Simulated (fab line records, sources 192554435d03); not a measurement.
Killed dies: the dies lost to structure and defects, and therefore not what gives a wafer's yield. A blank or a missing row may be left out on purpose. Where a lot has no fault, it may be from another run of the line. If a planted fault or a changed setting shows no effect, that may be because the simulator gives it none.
Split-lot study ; flow n5-finfet ; 39 wafers read from 7 lots, route of 1938 steps

## THE SPLIT
At N5_BEOL_M3_ETCH_41 (etches SiCN in CH3F/O2, target depth 29.9 nm, time 52.5 s), the setting target-depth-a was moved away from the recipe's 299 angstrom on 18 of the 39 wafers read, by -32.1% to +40.8%. For the rest of the wafers, this setting stayed at what the recipe calls for.

The reading comes from the split's own step.

## THE READING
etch.depth-nm (the simulator's own value, which no gauge read), in nm, at N5_BEOL_M3_ETCH_41 (etches SiCN in CH3F/O2, target depth 29.9 nm, time 52.5 s). The file does not state a usual value for it. The 21 wafers here that ran the recipe average 19.77 nm, standard deviation 0.52 nm.

wafer;tool, chamber at the split;target-depth-a as run, angstrom;against the recipe;etch.depth-nm, nm;against lot-mates on the recipe
L076.1;rie-diel-04, 2;299;recipe;19.32;-
L076.2;rie-diel-04, 1;248.3;-17.0%;16.48;-3.07
L076.3;rie-diel-04, 3;299;recipe;19.95;-
L076.4;rie-diel-04, 0;248.3;-17.0%;16.28;-3.27
L076.5;rie-diel-04, 2;299;recipe;19.38;-
L076.6;rie-diel-04, 3;248.3;-17.0%;16.41;-3.14
L080.1;rie-diel-02, 2;299;recipe;20.51;-
L080.2;rie-diel-02, 3;420.9;+40.8%;28.62;+8.66
L080.3;rie-diel-02, 0;420.9;+40.8%;26.87;+6.91
L080.4;rie-diel-02, 1;420.9;+40.8%;27.47;+7.51
L080.5;rie-diel-02, 0;299;recipe;19.15;-
L080.6;rie-diel-02, 3;299;recipe;20.22;-
L081.1;rie-diel-02, 3;299;recipe;20.04;-
L081.2;rie-diel-02, 0;225.5;-24.6%;14.35;-4.98
L081.3;rie-diel-02, 1;299;recipe;19.09;-
L081.4;rie-diel-02, 2;225.5;-24.6%;15.27;-4.06
L081.5;rie-diel-02, 0;299;recipe;18.86;-
L081.6;rie-diel-02, 1;225.5;-24.6%;14.55;-4.78
L087.2;rie-diel-04, 3;299;recipe;19.67;-
L087.3;rie-diel-04, 2;299;recipe;19.22;-
L087.5;rie-diel-04, 3;299;recipe;19.84;-
L089.1;rie-diel-02, 3;203;-32.1%;13.82;-5.70
L089.2;rie-diel-02, 0;299;recipe;18.84;-
L089.3;rie-diel-02, 2;299;recipe;20.31;-
L089.4;rie-diel-02, 1;299;recipe;19.4;-
L089.5;rie-diel-02, 2;203;-32.1%;13.81;-5.71
L089.6;rie-diel-02, 1;203;-32.1%;13.12;-6.40
L095.1;rie-diel-02, 3;299;recipe;20.23;-
L095.2;rie-diel-02, 1;228.2;-23.7%;14.56;-5.66
L095.3;rie-diel-02, 2;299;recipe;20.29;-
L095.4;rie-diel-02, 2;228.2;-23.7%;15.41;-4.81
L095.5;rie-diel-02, 1;228.2;-23.7%;14.65;-5.57
L095.6;rie-diel-02, 3;299;recipe;20.13;-
L094.1;rie-diel-02, 1;352.1;+17.8%;22.76;+2.55
L094.2;rie-diel-02, 3;352.1;+17.8%;23.87;+3.66
L094.3;rie-diel-02, 2;299;recipe;20.24;-
L094.4;rie-diel-02, 2;299;recipe;20.19;-
L094.5;rie-diel-02, 1;352.1;+17.8%;22.93;+2.72
L094.6;rie-diel-02, 3;299;recipe;20.2;-

THE FIT
A straight line over all 39 wafers: etch.depth-nm changes by +0.196 nm for each +1% of target-depth-a; r = +0.99; the points scatter about the line by 0.51 nm.
The same after taking each lot's own level away (the mean of its wafers on the recipe; 39 wafers): +0.19 nm for each +1%; r = +0.99; scatter 0.5 nm.
The reading moves by 7.7 nm for the largest change in target-depth-a, on that fit.
The lots' own levels span 19.330 to 20.217 nm, that is 1.7 times the standard deviation above.
Consequently the slope shifts little with the lot-to-lot level, the two slopes agreeing.
Check: +7.46 nm against its lot-mates is what the line predicts for one of the wafers moved furthest among these (+40.8%) when that wafer is left out of the fit. Against them it came out at +8.66 nm.

## ADDITIONAL SPLITS CARRIED BY THESE WAFERS
Before the reading, these wafers also passed through other splits. Each is held against what the fit with the lots' levels taken away leaves over:
other split on the same wafers;wafers away from the commonest value;r with etch.depth-nm (lot level and that fit taken away)
N5_PMOS_HMC_CHANNEL_EPI_DESCUM_14 time-s;12;-0.14
N5_STI_FIN_REVEAL_ETCHBACK_08 target-depth-a;18;-0.18
N5_SD_EPI_N_DEVELOP_08 develop-time-s;18;+0.15
N5_MOL_CONTACT_COAG_ALD_27 time-s;15;-0.19
N5_BEOL_M1_PECVD_72 time-s;12;+0.05
N5_BEOL_M2_HM_DEP_02 target-thk-a;12;-0.30

## THE FILE'S OWN FIT
etch.depth-nm changes by +0.191 nm for each +1% of target-depth-a, r = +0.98.
